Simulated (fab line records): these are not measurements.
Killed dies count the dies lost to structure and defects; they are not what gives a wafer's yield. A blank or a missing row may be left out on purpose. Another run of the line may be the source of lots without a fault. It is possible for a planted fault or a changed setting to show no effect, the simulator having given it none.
Comparing a struck lot with a sound one ; flow nand harc ; 15 steps out of a route of 1302
Sound: the wafers L711.1, L711.4, L711.5. Struck: wafer L727.4 (left out: L727.3, L727.5 of the same lot, which were not struck); the cause appears at the end.
Per side, at each step with rows, come the tool, then ch with its chambers, and then its first start. Under that, the readings that differ: sound wafers ; struck wafers ; difference of the means ; sigmas: that difference in standard deviations of wafers without a fault.
alike: readings with means less than 2 such deviations apart, plus words and numbers identical on both sides. not compared: withheld readings, readings lacking a value on some wafer, bounds such as >300 that could conceal the same value, and numbers that have no deviation in the record and whose values overlap.
A row with sigmas, a row that says differs or no value, or rows on one side alone: a step with any of these is where the two part. When numbers do not overlap yet have no deviation, they are printed without sigmas and do not part them. Lack of a reading on every wafer of one side parts them only where that side has two or more wafers.

NHARC_A_CHANNEL_HOLE_D2_STRIP_28: strips in O2.
  sound: rie diel-01 ch 0,1,3; struck: rie diel-01 ch 1
  alike: drypump motor current A, oes product au, rf vpp V, showerhead plenum p Torr, throttle valve pct
  not compared: rf hours counter h
then, 2 steps without rows for these wafers: NHARC_A_CHANNEL_HOLE_D2_PRECLEAN_29 (cleans in SC1); NHARC_A_CHANNEL_HOLE_D2_SRD_30.
NHARC_A_CHANNEL_HOLE_D2_CD_MEAS_31:
  sound on cd sem-02 at day 14 02:45; struck on cd sem-03 at day 20 04:16
reading;sound;struck;difference;sigmas
cd nm (nm);90.1 90.2 90.2;88.1;-2.1;-2
NHARC_A_CHANNEL_HOLE_D2_XSEM_32:
  sound on xsem-02 ch 0, day 14 02:50; struck on xsem-02 ch 0, day 20 04:21
reading;sound;struck;difference;sigmas
tilt deg (degrees);0.14 0.14 0.14;0.04;-0.10;-2
  alike: bot cd nm, bow nm
NHARC_A_CHANNEL_HOLE_D2_INSPECT_40:
  sound on defect inspect-01 at day 14 02:56; struck on defect inspect-02 at day 20 04:26
  alike: raw defect count
then, 3 steps without rows for these wafers: NHARC_A_CHANNEL_FILL_D2_PRECLEAN_00 (cleans in SC1); NHARC_A_CHANNEL_FILL_D2_SRD_01; NHARC_A_CHANNEL_FILL_D2_ALD_02 (deposits SiO2, target thk 6 nm, pulse time 10 s, ald cycles 60).
NHARC_A_CHANNEL_FILL_D2_ALD_03: deposits SiNx, target thk 6 nm, pulse time 60 s, ald cycles 58.
  sound: ald sin batch-02 ch 0; struck: ald sin batch-01 ch 0
  alike: precursor pulse height rel
  not compared: ald cycles
NHARC_A_CHANNEL_FILL_D2_ALD_14: deposits SiO2, target thk 2.5 nm, pulse time 10 s, ald cycles 25.
  sound on ald hk-03 ch 1,2, day 14 14:07; struck on ald hk-04 ch 3, day 20 11:13
  alike: heater power w, precursor pulse height rel
  not compared: ald cycles, since wet clean h
NHARC_A_CHANNEL_FILL_D2_ALD_15: deposits SiNx, target thk 2 nm, pulse time 60 s, ald cycles 19.
  sound: ald sin batch-02 ch 0; struck: ald sin batch-02 ch 0
  alike: precursor pulse height rel
  not compared: ald cycles
NHARC_A_CHANNEL_FILL_D2_ALD_16: deposits SiO2, target thk 1.5 nm, pulse time 10 s, ald cycles 15.
  sound on ald hk-03 ch 1,2,3, day 14 19:19; struck on ald hk-03 ch 1, day 20 16:23
reading;sound;struck;difference;sigmas
ald cycles;15 15 15;18;+3;
  alike: heater power w, precursor pulse height rel
  not compared: since wet clean h
then, 2 steps without rows for these wafers: NHARC_A_CHANNEL_FILL_D2_ANNEAL_17 (time 1800 s); NHARC_END_SORT_01.

## WHERE THEY PART
At NHARC_A_CHANNEL_HOLE_D2_CD_MEAS_31 first; at NHARC_A_CHANNEL_HOLE_D2_XSEM_32 last (within this record only). Later steps at which nothing parts them and some readings are alike: NHARC_A_CHANNEL_HOLE_D2_INSPECT_40, NHARC_A_CHANNEL_FILL_D2_ALD_03, NHARC_A_CHANNEL_FILL_D2_ALD_14, NHARC_A_CHANNEL_FILL_D2_ALD_15, NHARC_A_CHANNEL_FILL_D2_ALD_16.

WHY: what the simulator had put in
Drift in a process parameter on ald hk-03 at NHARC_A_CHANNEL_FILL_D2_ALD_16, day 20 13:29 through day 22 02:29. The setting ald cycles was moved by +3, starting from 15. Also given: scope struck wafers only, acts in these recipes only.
